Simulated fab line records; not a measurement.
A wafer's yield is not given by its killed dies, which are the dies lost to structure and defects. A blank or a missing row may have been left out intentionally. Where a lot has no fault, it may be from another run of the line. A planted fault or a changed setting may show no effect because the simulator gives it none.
Matching of chambers + flow n5Finfet + N5_MOL_CONTACT_COAG_ETCH_15 on rieDiel-03: 4 sister chambers
The step etches SiNx in CH3F/O2, stops on Si:P, target depth 7 nm. 14 wafers are shown with their chamber, then 7 later ones without.

WAFERS WITH THEIR CHAMBER
| wafer  | chamber | drypumpMotorCurrentA (A) | showerheadPlenumPTorr (Torr) | rfVppV (V) |
|--------|---------|--------------------------|------------------------------|------------|
| L078.1 | 1       | 5.8                      | 2.02                         | 305        |
| L078.2 | 3       | 5.1                      | 2.01                         | 296        |
| L078.4 | 0       | 5.3                      | 2.08                         | 298        |
| L085.2 | 3       | 5.1                      | 2.00                         | 295        |
| L085.4 | 1       | 5.8                      | 2.01                         | 305        |
| L085.6 | 2       | 6.3                      | 1.98                         | 301        |
| L086.1 | 2       | 6.3                      | 1.98                         | 298        |
| L086.2 | 3       | 5.1                      | 2.00                         | 295        |
| L086.3 | 0       | 5.3                      | 2.07                         | 297        |
| L088.1 | 1       | 5.8                      | 2.01                         | 304        |
| L088.4 | 3       | 5.2                      | 2.00                         | 295        |
| L088.5 | 2       | 6.2                      | 1.98                         | 301        |
| L089.1 | 1       | 5.8                      | 2.01                         | 307        |
| L089.4 | 3       | 5.2                      | 2.00                         | 296        |

SIGNATURES (means of the wafers above)
| reading               | chamber 0 | chamber 1 | chamber 2 | chamber 3 | scatter within a chamber |
|-----------------------|-----------|-----------|-----------|-----------|--------------------------|
| drypumpMotorCurrentA  | 5.300     | 5.800     | 6.267     | 5.140     | 0.0432                   |
| showerheadPlenumPTorr | 2.0750    | 2.0125    | 1.9800    | 2.0020    | 0.00453                  |
| rfVppV                | 297.50    | 305.25    | 300.00    | 295.40    | 1.12                     |
Rule: a wafer lies at a distance from a chamber equal to the root of the sum of squares, over the readings, of (its reading less the chamber's mean, divided by the reading's scatter). If the next closest chamber is less than 2 further off than the closest, the wafer can't be placed; otherwise it belongs to the closest. The scatter: the root of (the sum of the squares of (reading less its chamber's mean) over the shown wafers, divided by (wafers less chambers)).

WAFERS WITHOUT THEIR CHAMBER
| wafer  | drypumpMotorCurrentA (A) | showerheadPlenumPTorr (Torr) | rfVppV (V) |
|--------|--------------------------|------------------------------|------------|
| L089.6 | 5.7                      | 2.01                         | 305        |
| L091.1 | 5.1                      | 2.00                         | 294        |
| L091.2 | 5.8                      | 2.01                         | 306        |
| L091.4 | 5.1                      | 2.00                         | 294        |
| L093.2 | 5.1                      | 2.00                         | 295        |
| L093.4 | 6.2                      | 1.97                         | 298        |
| L093.6 | 5.8                      | 2.01                         | 306        |

CHAMBER TAKEN BY EACH
| wafer  | from the rows above | in truth |
|--------|---------------------|----------|
| L089.6 | 1                   | 1        |
| L091.1 | 3                   | 3        |
| L091.2 | 1                   | 1        |
| L091.4 | 3                   | 3        |
| L093.2 | 3                   | 3        |
| L093.4 | 2                   | 2        |
| L093.6 | 1                   | 1        |
Placed correctly: 7 of 7. Left unplaced by these rows: 0. Number placed wrongly: 0.
